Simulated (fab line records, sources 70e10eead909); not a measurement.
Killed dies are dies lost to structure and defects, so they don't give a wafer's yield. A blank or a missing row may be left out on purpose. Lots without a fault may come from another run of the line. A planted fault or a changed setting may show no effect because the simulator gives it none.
fab line records | flow nand_harc
record lots=24 wafers=72 last_day=25
route steps=1159 shown A_BLC@980 A_M1@1038 A_BONDPAD@1077 THIN_TSV@1118
lots that met no fault: from a run of the same line without faults
start_h: hours from the record's first day to the start of the lot's first wafer shown | wait_h: hours since the lot's step before | " the same as in the row above | L1.1+2: a row that stands for several wafers | - no value, or no start given | * or withheld: withheld | < > ~ a bound
route shown NAME@n: a module of which the file shows steps, and the number in the route of the first | usual: mean/standard deviation of fault-free wafers | same: alike in all rows | chamber/n: place in a boat | sites: the reading at each site | _std_site: their standard deviation | _edge_site: outer sites' mean less inner sites' | radius_mm: how far each site lies from the wafer's centre | mask NAME#n: copy n | behind: the tool/chamber that last shaped the wafer | hold: why the lot was held/for how many hours/how that ended | device: the transistor (n, p or np) that didn't switch | end of line: the same wafers' tests at the end of the route | a step without rows: its recipe alone | killed: dies lost to structure and defects at the first sort, not the wafer's yield | map: a wafer's dies, x killed, . not, _ none there
set.NAME: the setting as run; set.NAME@STEP: as run at that earlier step | model.NAME: the simulator's own value behind a step, which no gauge read
steps of the route over a sample of lots; a table a step, a row a wafer
services: from which hour (start_h, from the record's first day; less than 0 if before it) a tool's chamber was out of use, for how many hours, and why
## steps
# step NHARC_A_BLC_ETCH_18
# recipe target_depth_a=9100 c4f8_flow_sccm=20 o2_flow_sccm=10 ar_flow_sccm=withheld rf_w=600 bias_w=1500 chemistry=C4F8/O2/Ar
# usual bias_w=1500/4.6 oes_product_au=0.959/0.02 rf_vpp_V=979/6.4
# columns lot.wafer tool chamber start_h wait_h bias_w oes_product_au rf_hours_counter_h rf_vpp_V
L074.1 rie_diel-09 2 - - 1507 0.971 13 971
L074.2 " 0 " " 1502 0.975 13 971
L074.3 " 1 " " 1501 0.993 12 984
L075.1 rie_diel-04 3 - - 1496 0.922 35 983
L075.3 " 1 " " 1505 0.924 40 983
L075.5 " 3 " " 1509 0.919 - 982
L077.2 rie_diel-09 2 - - 1493 0.997 14 970
L077.4 " 3 " " 1511 0.979 15 973
L077.5 " 3 " " 1506 0.974 - 973
L076.2 rie_diel-03 1 - - 1503 0.980 1 984
L076.4 " 2 " " 1496 0.968 1 981
L076.6 " 1 " " 1506 0.982 - 986
L078.2 rie_diel-03 2 - - 1499 0.991 2 980
L078.4 " 3 " " 1499 0.987 2 986
L078.5 " 2 " " 1501 0.978 - 981
L080.1 rie_diel-03 3 - - 1499 0.961 3 989
L080.6 " 0 " " 1496 0.971 - 974
L080.5 " 1 " " 1499 0.969 - 986
L081.3 rie_diel-03 1 - - 1506 0.970 5 985
L081.1 " 3 " " 1501 0.969 4 986
L081.5 " 1 " " 1504 0.955 - 986
L082.2 rie_diel-09 0 - - 1503 0.966 1 971
L082.4 " 1 " " 1509 0.981 1 984
L082.5 " 2 " " 1503 0.958 - 970
L083.1 rie_diel-03 1 - - 1500 0.977 7 986
L083.4 " 0 " " 1495 0.983 6 975
L083.6 " 2 " " 1498 0.977 - 980
L084.2 rie_diel-09 3 - - 1500 0.970 1 973
L084.1 " 2 " " 1500 0.942 2 970
L084.5 " 3 " " 1495 0.972 - 974
L079.2 rie_diel-03 2 - - 1500 0.935 5 981
L079.1 " 1 " " 1502 0.931 7 986
L079.6 " 2 " " 1498 0.930 - 980
L086.1 rie_diel-09 1 - - 1501 0.974 2 984
L086.4 " 2 " " 1501 0.970 2 971
L086.2 " 3 " " 1495 0.951 2 973
L088.3 rie_diel-03 2 - - 1502 0.971 6 981
L088.1 " 0 " " 1493 0.990 7 975
L088.4 " 1 " " 1498 0.967 8 984
L085.3 rie_diel-09 1 - - 1502 0.972 3 982
L085.1 " 3 " " 1494 0.953 3 973
L085.6 " 0 " " 1499 0.951 - 969
L087.2 rie_diel-09 2 - - 1492 0.961 3 969
L087.4 " 3 " " 1498 0.973 3 973
L087.3 " 0 " " 1509 0.956 4 973
L089.4 rie_diel-03 1 - - 1499 0.959 10 986
L089.2 " 2 " " 1507 0.949 9 980
L089.5 " 0 " " 1505 0.966 - 975
L090.4 rie_diel-09 1 - - 1499 0.964 5 983
L090.2 " 2 " " 1493 0.947 5 970
L090.5 " 0 " " 1497 0.987 - 970
L091.1 rie_diel-03 1 - - 1496 0.936 12 986
L091.4 " 2 " " 1498 0.924 11 981
L091.5 " 1 " " 1497 0.925 - 986
L092.1 rie_diel-04 3 - - 1496 0.936 9 981
L092.3 " 1 " " 1503 0.932 7 982
L092.5 " 1 " " 1505 0.927 - 984
L093.4 rie_diel-09 1 - - 1503 0.940 7 984
L093.3 " 2 " " 1495 0.946 7 970
L093.1 " 3 " " 1508 0.961 6 974
L095.2 rie_diel-03 1 - - 1497 0.945 13 986
L095.4 " 2 " " 1501 0.926 12 980
L095.6 " 0 " " 1496 0.933 - 974
L094.1 rie_diel-09 2 - - 1498 0.946 7 970
L094.2 " 3 " " 1492 0.966 6 972
L094.5 " 1 " " 1501 0.947 - 984
L096.1 rie_diel-03 0 - - 1508 0.965 14 976
L096.2 " 1 " " 1507 0.983 15 986
L096.3 " 2 " " 1502 0.977 14 981
L097.2 rie_diel-03 1 - - 1497 0.921 17 984
L097.4 " 2 " " 1501 0.922 17 980
L097.6 " 0 " " 1496 0.931 - 973
# step NHARC_A_M1_INSPECT_11
# usual raw_defect_count=29/15
# columns lot.wafer tool chamber start_h wait_h raw_defect_count
L074.1 defect_inspect-01 - 411.05 0.0 17
L074.2 " - " " 31
L074.3 " - " " 24
L075.1 defect_inspect-01 - 411.83 0.0 20
L075.3 " - " " 14
L075.5 " - " " 17
L077.2 defect_inspect-01 - 421.22 0.0 23
L077.4 " - " " 27
L077.5 " - " " 24
L076.2 defect_inspect-02 - 421.49 0.0 11
L076.4 " - " " 7
L076.6 " - " " 15
L078.2 defect_inspect-01 - 428.18 0.0 19
L078.4 " - " " 9
L078.5 " - " " 13
L080.1 defect_inspect-01 - 442.72 0.0 45
L080.5 " - " " 45
L080.6 " - " " 37
L081.1 defect_inspect-01 - 446.17 0.0 20
L081.3 " - " " 15
L081.5 " - " " 20
L082.2 defect_inspect-02 - 453.63 0.0 16
L082.4 " - " " 16
L082.5 " - " " 21
L083.1 defect_inspect-01 - 454.05 0.0 18
L083.4 " - " " 17
L083.6 " - " " 21
L084.1 defect_inspect-02 - 462.11 0.0 30
L084.2 " - " " 40
L084.5 " - " " 45
L079.1 defect_inspect-02 - 462.27 0.0 35
L079.2 " - " " 41
L079.6 " - " " 34
L086.1 defect_inspect-02 - 464.22 0.0 11
L086.2 " - " " 9
L086.4 " - " " 12
L088.1 defect_inspect-01 - 464.88 0.0 49
L088.3 " - " " 36
L088.4 " - " " 45
L085.1 defect_inspect-01 - 470.62 0.0 36
L085.3 " - " " 61
L085.6 " - " " 50
L087.2 defect_inspect-01 - 476.43 0.0 17
L087.3 " - " " 13
L087.4 " - " " 14
L089.2 defect_inspect-02 - 484.98 0.0 29
L089.4 " - " " 35
L089.5 " - " " 40
L090.2 defect_inspect-01 - 498.77 0.0 29
L090.4 " - " " 50
L090.5 " - " " 44
L091.1 defect_inspect-02 - 503.29 0.0 39
L091.4 " - " " 26
L091.5 " - " " 30
L092.1 defect_inspect-01 - 504.85 0.0 14
L092.3 " - " " 15
L092.5 " - " " 17
L093.1 defect_inspect-02 - 505.43 0.0 50
L093.3 " - " " 52
L093.4 " - " " 40
L095.2 defect_inspect-01 - 510.44 0.0 53
L095.4 " - " " 42
L095.6 " - " " 52
L094.1 defect_inspect-02 - 511.02 0.0 12
L094.2 " - " " 25
L094.5 " - " " 21
L096.1 defect_inspect-01 - 526.51 0.0 18
L096.2 " - " " 22
L096.3 " - " " 18
L097.2 defect_inspect-01 - 558.12 0.0 37
L097.4 " - " " 53
L097.6 " - " " 48
# step NHARC_A_M1_DEGAS_29
# recipe temp_c=250 time_s=60
# usual heater_power_w=343/36
# columns lot.wafer tool chamber start_h wait_h heater_power_w
L074.3 pvd_sputter-01 - 412.27 - 379
L074.1 " - " " 349
L074.2 " - " " 325
L075.1 pvd_sputter-03 - 413.18 - 327
L075.3 " - " " 305
L075.5 " - " " 294
L076.2 pvd_sputter-02 - 422.69 - 335
L076.4 " - " " 427
L076.6 " - " " 353
L077.4 pvd_sputter-01 - 422.85 - 324
L077.2 " - " " 324
L077.5 " - " " 318
L078.4 pvd_sputter-01 - 429.31 - 380
L078.2 " - " " 333
L078.5 " - " " 375
L080.1 pvd_sputter-03 - 443.81 - 315
L080.5 " - " " 322
L080.6 " - " " 299
L081.1 pvd_sputter-03 - 447.26 - 315
L081.3 " - " " 297
L081.5 " - " " 314
L082.2 pvd_sputter-03 - 454.71 - 312
L082.4 " - " " 320
L082.5 " - " " 320
L083.1 pvd_sputter-02 - 455.13 - 310
L083.4 " - " " 436
L083.6 " - " " 336
L084.2 pvd_sputter-02 - 463.19 - 339
L084.1 " - " " 345
L084.5 " - " " 338
L079.1 pvd_sputter-01 - 463.36 - 324
L079.2 " - " " 361
L079.6 " - " " 326
L086.1 pvd_sputter-01 - 465.30 - 326
L086.2 " - " " 369
L086.4 " - " " 354
L088.3 pvd_sputter-02 - 465.99 - 315
L088.1 " - " " 344
L088.4 " - " " 355
L085.3 pvd_sputter-01 - 471.71 - 331
L085.1 " - " " 361
L085.6 " - " " 323
L087.2 pvd_sputter-02 - 477.55 - 340
L087.3 " - " " 419
L087.4 " - " " 346
L089.4 pvd_sputter-01 - 486.11 - 367
L089.2 " - " " 349
L089.5 " - " " 318
L090.4 pvd_sputter-01 - 499.90 - 325
L090.2 " - " " 334
L090.5 " - " " 327
L091.4 pvd_sputter-01 - 504.38 - 377
L091.1 " - " " 353
L091.5 " - " " 324
L092.1 pvd_sputter-01 - 505.93 - 325
L092.3 " - " " 326
L092.5 " - " " 377
L093.1 pvd_sputter-02 - 506.51 - 335
L093.3 " - " " 439
L093.4 " - " " 315
L095.4 pvd_sputter-02 - 511.53 - 313
L095.2 " - " " 435
L095.6 " - " " 335
L094.1 pvd_sputter-03 - 512.10 - 315
L094.2 " - " " 348
L094.5 " - " " 336
L096.1 pvd_sputter-02 - 527.60 - 439
L096.3 " - " " 316
L096.2 " - " " 337
L097.4 pvd_sputter-02 - 559.20 - 338
L097.2 " - " " 338
L097.6 " - " " 342
# step NHARC_A_BONDPAD_ETCH_12
# recipe target_depth_a=2200 time_s=110 chf3_flow_sccm=50 o2_flow_sccm=10 ar_flow_sccm=200 rf_w=500 bias_w=200 chemistry=CHF3/O2
# usual bias_w=200.0/0.61 drypump_motor_current_A=6.1/0.43 oes_product_au=0.950/0.024 rf_vpp_V=370.1/2.4 showerhead_plenum_p_Torr=2.38/0.1 throttle_valve_pct=20.572/0.0089
# columns lot.wafer tool chamber start_h wait_h bias_w drypump_motor_current_A oes_product_au rf_hours_counter_h rf_vpp_V showerhead_plenum_p_Torr throttle_valve_pct
L074.3 rie_diel-02 1 - - 200.1 5.7 0.967 2 374.9 2.57 20.561
L074.1 " 2 " " 199.8 6.1 0.947 3 369.3 2.37 20.577
L074.2 " 3 " " 200.3 6.3 0.966 3 366.8 2.25 20.577
L075.3 rie_diel-02 3 - - 199.7 6.4 0.938 3 367.2 2.25 20.567
L075.1 " 0 " " 200.3 6.8 0.911 3 368.6 2.32 20.571
L075.5 " 3 " " 199.7 6.4 0.939 - 367.0 2.25 20.568
L076.2 rie_diel-02 3 - - 200.5 6.4 0.969 3 367.4 2.25 20.587
L076.4 " 0 " " 198.9 6.8 0.952 3 367.0 2.32 20.567
L076.6 " 2 " " 199.9 6.1 0.985 - 369.1 2.37 20.574
L077.4 rie_diel-11 2 - - 198.8 5.3 0.923 6 372.6 2.49 20.559
L077.2 " 3 " " 199.9 6.0 0.931 11 369.2 2.34 20.567
L077.5 " 0 " " 199.7 6.0 0.932 - 370.1 2.39 20.587
L078.2 rie_diel-02 0 - - 201.6 6.8 0.955 4 369.1 2.32 20.568
L078.4 " 2 " " 200.1 6.0 0.974 3 370.2 2.37 20.570
L078.5 " 1 " " 200.3 5.7 0.975 - 374.0 2.57 20.565
L080.1 rie_diel-02 1 - - 199.6 5.7 0.998 4 374.7 2.57 20.579
L080.5 " 0 " " 200.1 6.8 0.962 - 369.1 2.32 20.558
L080.6 " 1 " " 200.1 5.7 0.990 - 372.8 2.57 20.568
L081.3 rie_diel-02 2 - - 200.5 6.1 0.955 4 370.4 2.37 20.570
L081.1 " 3 " " 200.7 6.4 0.972 4 367.4 2.25 20.569
L081.5 " 2 " " 199.6 6.1 0.958 - 370.4 2.37 20.567
L082.2 rie_diel-02 0 - - 199.4 6.8 0.917 4 368.2 2.32 20.582
L082.4 " 2 " " 199.6 6.1 0.926 5 368.6 2.37 20.574
L082.5 " 1 " " 200.0 5.7 0.934 - 373.3 2.57 20.546
L083.4 rie_diel-08 2 - - 200.1 5.6 0.928 49 370.2 2.43 20.569
L083.1 " 3 " " 199.8 5.8 0.939 57 370.0 2.34 20.560
L083.6 " 2 " " 199.9 5.6 0.931 - 370.6 2.43 20.555
L084.2 rie_diel-02 2 - - 200.0 6.1 0.952 5 370.1 2.37 20.567
L084.1 " 3 " " 200.7 6.4 0.966 5 367.3 2.25 20.567
L084.5 " 0 " " 199.5 6.8 0.962 - 367.5 2.32 20.563
L079.2 rie_diel-11 1 - - 200.3 6.6 0.940 20 371.2 2.40 20.575
L079.1 " 3 " " 200.9 6.0 0.924 21 368.2 2.34 20.568
L079.6 " 1 " " 199.3 6.6 0.934 - 370.2 2.40 20.573
L086.4 rie_diel-02 1 - - 200.5 5.7 0.942 5 374.5 2.57 20.559
L086.1 " 2 " " 200.3 6.1 0.933 5 370.8 2.37 20.569
L086.2 " 3 " " 199.9 6.4 0.925 5 367.3 2.25 20.583
L088.1 rie_diel-02 2 - - 200.6 6.1 0.984 5 370.0 2.37 20.577
L088.4 " 3 " " 200.7 6.4 0.969 5 367.8 2.25 20.578
L088.3 " 1 " " 200.7 5.7 0.986 5 374.1 2.57 20.567
L085.1 rie_diel-02 0 - - 200.3 6.8 0.915 5 369.6 2.32 20.564
L085.3 " 1 " " 200.0 5.7 0.934 5 374.3 2.57 20.559
L085.6 " 2 " " 200.4 6.1 0.934 - 370.8 2.37 20.583
L087.4 rie_diel-02 2 - - 199.9 6.1 0.967 6 370.3 2.37 20.577
L087.2 " 3 " " 198.5 6.3 0.982 6 368.7 2.25 20.564
L087.3 " 0 " " 200.3 6.8 0.960 6 367.9 2.32 20.561
L089.2 rie_diel-08 2 - - 199.5 5.6 0.958 0 371.2 2.43 20.581
L089.4 " 3 " " 199.7 5.8 0.972 0 369.4 2.34 20.573
L089.5 " 2 " " 199.1 5.5 0.955 - 371.1 2.43 20.579
L090.2 rie_diel-02 2 - - 199.2 6.1 0.958 6 371.7 2.37 20.588
L090.4 " 3 " " 200.0 6.4 0.982 6 366.5 2.25 20.574
L090.5 " 3 " " 200.7 6.4 0.971 - 367.9 2.25 20.582
L091.1 rie_diel-08 0 - - 199.7 6.2 0.951 6 370.6 2.39 20.571
L091.4 " 2 " " 200.6 5.5 0.971 5 370.1 2.43 20.576
L091.5 " 3 " " 200.6 5.8 0.963 - 369.9 2.34 20.573
L092.3 rie_diel-08 2 - - 200.6 5.5 0.946 5 371.4 2.43 20.585
L092.1 " 0 " " 200.4 6.3 0.937 6 370.0 2.39 20.556
L092.5 " 1 " " 200.2 6.3 0.942 - 367.2 2.24 20.588
L093.4 rie_diel-11 2 - - 200.8 5.3 0.931 25 372.7 2.48 20.565
L093.1 " 3 " " 199.3 6.0 0.931 31 366.9 2.33 20.581
L093.3 " 0 " " 200.9 6.0 0.924 29 371.9 2.38 20.581
L095.4 rie_diel-08 3 - - 199.6 5.8 0.931 6 369.1 2.33 20.565
L095.2 " 1 " " 200.4 6.2 0.943 8 368.3 2.24 20.561
L095.6 " 3 " " 199.3 5.8 0.927 - 368.8 2.33 20.564
L094.1 rie_diel-08 1 - - 198.9 6.2 0.941 8 366.3 2.24 20.577
L094.2 " 2 " " 199.7 5.5 0.918 6 371.7 2.43 20.580
L094.5 " 1 " " 199.2 6.3 0.939 - 365.9 2.24 20.563
L096.3 rie_diel-02 1 - - 199.3 5.7 0.988 1 374.4 2.56 20.564
L096.1 " 3 " " 199.3 6.4 0.962 1 366.5 2.25 20.559
L096.2 " 0 " " 199.4 6.8 0.970 1 368.3 2.32 20.562
L097.2 rie_diel-08 2 - - 199.0 5.5 0.918 24 371.7 2.42 20.579
L097.4 " 3 " " 200.1 5.8 0.925 23 369.0 2.33 20.571
L097.6 " 0 " " 200.1 6.3 0.921 - 370.3 2.38 20.569
# step NHARC_A_BONDPAD_PVD_17
# recipe target_thk_a=50 bias_v=168.6 power_w=15000 chamber_pressure_pa=0.12 time_s=8.06 substrate_temp_c=50 material=TaN
# usual throttle_valve_pct=30.7/1
# columns lot.wafer tool chamber start_h wait_h throttle_valve_pct
L074.3 pvd_sputter-02 - - - 32.0
L074.2 " - " " 28.9
L074.1 " - " " 30.4
L075.3 pvd_sputter-03 - - - 29.4
L075.1 " - " " 32.1
L075.5 " - " " 31.3
L076.4 pvd_sputter-02 - - - 29.1
L076.2 " - " " 31.8
L076.6 " - " " 28.9
L077.2 pvd_sputter-01 - - - 31.2
L077.4 " - " " 32.0
L077.5 " - " " 31.3
L078.4 pvd_sputter-02 - - - 28.9
L078.2 " - " " 30.3
L078.5 " - " " 29.1
L080.1 pvd_sputter-01 - - - 31.9
L080.5 " - " " 31.0
L080.6 " - " " 30.6
L081.1 pvd_sputter-03 - - - 29.6
L081.3 " - " " 31.5
L081.5 " - " " 29.4
L082.2 pvd_sputter-01 - - - 30.5
L082.4 " - " " 32.2
L082.5 " - " " 30.8
L083.4 pvd_sputter-01 - - - 32.1
L083.1 " - " " 31.0
L083.6 " - " " 31.9
L084.1 pvd_sputter-01 - - - 31.9
L084.2 " - " " 31.1
L084.5 " - " " 30.8
L079.2 pvd_sputter-02 - - - 28.6
L079.1 " - " " 31.9
L079.6 " - " " 29.0
L086.1 pvd_sputter-02 - - - 28.9
L086.4 " - " " 30.4
L086.2 " - " " 31.7
L088.4 pvd_sputter-01 - - - 31.8
L088.1 " - " " 31.0
L088.3 " - " " 31.3
L085.3 pvd_sputter-02 - - - 30.2
L085.1 " - " " 30.4
L085.6 " - " " 31.9
L087.4 pvd_sputter-01 - - - 32.2
L087.2 " - " " 31.3
L087.3 " - " " 31.2
L089.4 pvd_sputter-03 - - - 32.2
L089.2 " - " " 31.2
L089.5 " - " " 32.1
L090.2 pvd_sputter-02 - - - 30.2
L090.4 " - " " 32.1
L090.5 " - " " 30.3
L091.4 pvd_sputter-02 - - - 30.5
L091.1 " - " " 32.0
L091.5 " - " " 31.6
L092.3 pvd_sputter-01 - - - 31.3
L092.1 " - " " 30.2
L092.5 " - " " 31.0
L093.3 pvd_sputter-01 - - - 31.1
L093.4 " - " " 30.5
L093.1 " - " " 31.5
L095.4 pvd_sputter-03 - - - 32.3
L095.2 " - " " 31.0
L095.6 " - " " 29.5
L094.2 pvd_sputter-02 - - - 30.1
L094.1 " - " " 32.0
L094.5 " - " " 29.0
L096.1 pvd_sputter-01 - - - 31.2
L096.2 " - " " 31.1
L096.3 " - " " 30.5
L097.2 pvd_sputter-02 - - - 30.2
L097.4 " - " " 28.8
L097.6 " - " " 30.3
# step NHARC_THIN_TSV_DESCUM_14
# recipe time_s=3 o2_flow_sccm=200 ar_flow_sccm=0 bias_power_w=0 chemistry=O2
# usual drypump_motor_current_A=5.8/0.35 oes_product_au=1.002/0.012 rf_vpp_V=57.8/0.9 showerhead_plenum_p_Torr=1.94/0.08 throttle_valve_pct=11.312/0.0082
# columns lot.wafer tool chamber start_h wait_h drypump_motor_current_A oes_product_au rf_hours_counter_h rf_vpp_V showerhead_plenum_p_Torr throttle_valve_pct
L074.1 rie_diel-06 2 433.18 - 5.8 0.996 0 57.0 1.87 11.318
L074.3 " 3 " " 5.6 1.014 0 57.2 2.01 11.311
L074.2 " 0 " " 6.5 0.986 0 58.4 1.95 11.303
L075.3 rie_diel-05 2 434.21 - 5.2 1.008 6 57.5 2.01 11.309
L075.1 " 3 " " 6.1 1.006 6 57.4 1.91 11.304
L075.5 " 1 " " 5.4 1.004 - 60.7 2.00 11.307
L076.2 rie_diel-03 0 441.56 - 6.0 1.020 5 57.3 1.86 11.308
L076.4 " 3 " " 5.9 1.009 4 57.3 2.05 11.322
L076.6 " 0 " " 6.0 1.018 - 57.3 1.86 11.322
L077.4 rie_diel-03 2 444.11 - 5.3 1.013 4 58.3 1.95 11.323
L077.2 " 3 " " 5.9 1.005 5 60.7 2.05 11.313
L077.5 " 2 " " 5.3 1.010 - 57.7 1.95 11.306
L078.2 rie_diel-06 3 449.08 - 5.6 1.000 2 57.7 2.01 11.292
L078.4 " 1 " " 5.9 0.998 2 59.2 1.80 11.308
L078.5 " 0 " " 6.5 0.988 - 57.3 1.95 11.305
L080.1 rie_diel-03 2 465.61 - 5.2 1.009 7 58.3 1.95 11.305
L080.5 " 0 " " 6.0 1.012 - 58.6 1.86 11.307
L080.6 " 3 " " 6.0 1.021 - 59.1 2.05 11.308
L081.3 rie_diel-05 2 466.74 - 5.2 0.988 8 58.2 2.01 11.304
L081.1 " 3 " " 6.1 0.999 8 59.1 1.91 11.304
L081.5 " 1 " " 5.5 0.996 - 59.4 2.00 11.307
L083.1 rie_diel-06 0 474.76 - 6.5 0.989 3 59.0 1.95 11.308
L083.4 " 2 " " 5.8 0.993 3 56.3 1.87 11.301
L083.6 " 0 " " 6.5 0.976 - 58.4 1.95 11.325
L082.2 rie_diel-03 0 476.08 - 6.0 1.017 8 57.6 1.86 11.303
L082.4 " 2 " " 5.3 0.997 8 58.4 1.95 11.308
L082.5 " 3 " " 5.9 1.013 - 59.5 2.05 11.312
L084.1 rie_diel-03 0 484.41 - 6.0 1.012 9 57.4 1.86 11.322
L084.2 " 2 " " 5.3 1.001 10 57.6 1.95 11.304
L084.5 " 0 " " 6.0 1.015 - 56.8 1.86 11.325
L079.1 rie_diel-06 2 485.50 - 5.8 0.990 4 57.1 1.87 11.307
L079.2 " 3 " " 5.7 0.995 5 58.0 2.01 11.310
L079.6 " 2 " " 5.7 0.988 - 56.9 1.87 11.318
L086.2 rie_diel-03 3 486.79 - 5.9 1.015 10 58.1 2.05 11.326
L086.1 " 0 " " 6.0 1.012 10 57.7 1.86 11.302
L086.4 " 2 " " 5.3 1.006 10 59.4 1.95 11.315
L088.1 rie_diel-03 0 487.84 - 5.9 1.009 10 56.5 1.86 11.307
L088.3 " 1 " " 5.4 1.001 11 57.1 2.02 11.310
L088.4 " 2 " " 5.3 1.005 10 58.0 1.95 11.312
L085.1 rie_diel-06 1 491.21 - 5.9 1.009 4 56.7 1.80 11.314
L085.3 " 2 " " 5.7 0.993 5 57.9 1.87 11.314
L085.6 " 1 " " 5.9 1.008 - 57.3 1.80 11.317
L087.2 rie_diel-06 2 498.30 - 5.7 0.994 6 56.4 1.87 11.313
L087.3 " 3 " " 5.6 1.012 6 57.8 2.01 11.301
L087.4 " 1 " " 5.9 1.003 5 58.2 1.80 11.307
L089.4 rie_diel-06 2 513.35 - 5.7 1.002 7 57.9 1.86 11.326
L089.2 " 3 " " 5.6 1.002 7 59.7 2.01 11.305
L089.5 " 1 " " 5.9 1.018 - 57.4 1.80 11.299
L090.2 rie_diel-06 0 525.51 - 6.5 0.985 7 58.4 1.95 11.324
L090.4 " 1 " " 5.9 1.005 7 56.8 1.80 11.309
L090.5 " 2 " " 5.8 0.997 - 57.2 1.86 11.317
L091.1 rie_diel-05 3 526.72 - 6.1 1.009 0 57.9 1.91 11.314
L091.4 " 1 " " 5.5 1.004 0 58.6 1.99 11.312
L091.5 " 0 " " 5.5 1.019 - 58.2 1.94 11.321
L093.1 rie_diel-06 3 528.04 - 5.7 0.996 8 59.4 2.01 11.319
L093.3 " 1 " " 5.9 0.999 8 58.0 1.80 11.303
L093.4 " 2 " " 5.7 0.998 8 56.0 1.86 11.306
L092.3 rie_diel-03 1 529.11 - 5.4 1.021 15 57.8 2.02 11.311
L092.1 " 3 " " 6.0 1.013 15 57.6 2.05 11.315
L092.5 " 1 " " 5.4 1.010 - 57.8 2.02 11.320
L095.4 rie_diel-06 3 530.60 - 5.6 1.008 9 59.1 2.01 11.323
L095.2 " 1 " " 5.9 1.014 8 57.7 1.79 11.308
L095.6 " 0 " " 6.5 0.980 - 56.8 1.95 11.294
L094.2 rie_diel-06 3 531.78 - 5.7 1.010 9 58.2 2.01 11.334
L094.1 " 0 " " 6.5 0.989 8 56.1 1.95 11.307
L094.5 " 0 " " 6.5 0.972 - 57.6 1.95 11.326
L096.1 rie_diel-05 1 547.15 - 5.5 0.998 1 57.5 1.99 11.312
L096.3 " 3 " " 6.1 1.012 2 56.9 1.91 11.300
L096.2 " 0 " " 5.5 1.000 2 57.6 1.94 11.310
L097.4 rie_diel-06 3 578.18 - 5.7 1.003 11 58.4 2.01 11.309
L097.2 " 1 " " 5.9 1.012 11 57.0 1.79 11.305
L097.6 " 3 " " 5.7 1.010 - 57.8 2.01 11.314
## services
# columns tool chamber start_h hours kind
rie_diel-09 - 385.67 0.6 repair
pvd_sputter-02 - 392.00 10.0 pm
rie_diel-03 - 392.30 9.0 pm
pvd_sputter-02 - 402.93 7.5 repair
rie_diel-08 1 406.89 2.9 repair
rie_diel-06 - 418.22 9.0 pm
pvd_sputter-03 - 424.48 15.2 repair
rie_diel-03 2 430.71 8.0 repair
rie_diel-09 - 431.10 9.0 pm
pvd_sputter-03 - 458.09 10.0 pm
rie_diel-03 1 465.57 1.6 repair
rie_diel-02 3 473.50 3.8 repair
pvd_sputter-03 - 480.42 8.7 repair
rie_diel-06 - 487.97 0.8 repair
rie_diel-02 - 504.85 9.0 pm
pvd_sputter-01 - 514.00 10.0 pm
pvd_sputter-02 - 521.76 2.1 repair
rie_diel-03 - 535.37 0.4 repair
pvd_sputter-03 - 548.06 24.0 repair
pvd_sputter-02 - 565.36 3.7 repair
rie_diel-09 2 565.40 1.7 repair
rie_diel-03 - 569.30 9.0 pm
pvd_sputter-02 - 570.00 10.0 pm
pvd_sputter-03 - 574.65 0.6 repair
## key
fault none
